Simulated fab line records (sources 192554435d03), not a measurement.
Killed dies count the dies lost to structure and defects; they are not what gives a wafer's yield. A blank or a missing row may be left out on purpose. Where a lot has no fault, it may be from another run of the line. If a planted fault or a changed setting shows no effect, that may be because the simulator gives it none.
Chamber matching + flow n5-finfet + ald-metal-04 running N5_HKMG_FIN_ALD_36: 4 sister chambers
The step deposits TiN, target thk 1 nm, pulse time 1 s, purge time 3 s. 4 wafers are shown with their chamber, then 9 later ones without.

== WAFERS, EACH WITH ITS CHAMBER ==
| wafer  | chamber | heater-power-w (W) |
|--------|---------|--------------------|
| L090.3 | 2       | 863                |
| L091.1 | 3       | 902                |
| L091.3 | 1       | 965                |
| L091.5 | 0       | 852                |

== WAFERS WHOSE CHAMBER IS MISSING ==
| wafer  | heater-power-w (W) |
|--------|--------------------|
| L092.2 | 898                |
| L092.4 | 838                |
| L092.5 | 894                |
| L095.1 | 855                |
| L095.2 | 828                |
| L095.4 | 890                |
| L096.1 | 942                |
| L096.5 | 835                |
| L096.6 | 931                |

== WHICH CHAMBER EACH ONE RAN IN ==
| wafer  | from the rows above          | in truth |
|--------|------------------------------|----------|
| L092.2 | can't be placed: 3 or 2      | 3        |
| L092.4 | can't be placed: 0 or 2      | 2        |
| L092.5 | can't be placed: 3 or 2 or 0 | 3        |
| L095.1 | can't be placed: 0 or 2      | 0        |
| L095.2 | can't be placed: 0 or 2      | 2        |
| L095.4 | can't be placed: 3 or 2 or 0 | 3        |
| L096.1 | can't be placed: 1 or 3      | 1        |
| L096.5 | can't be placed: 0 or 2      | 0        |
| L096.6 | can't be placed: 3 or 1      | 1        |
Correctly placed: 0 of 9. Cannot be placed on the basis of these rows: 9; the candidates contain the true chamber in 9. Placed wrongly: 0.
How it was worked out, from the rows above alone: a wafer's distance from a chamber is the root of the sum, over the readings, of the square of ((its reading less the chamber's mean) divided by the reading's scatter). The wafer belongs to the nearest chamber; if the next one is less than 2 further off, it can't be placed. A chamber's mean is the mean of its shown wafers. The scatter: root of mean squared gap, hidden wafer to nearest shown wafer, with one shown wafer a chamber.
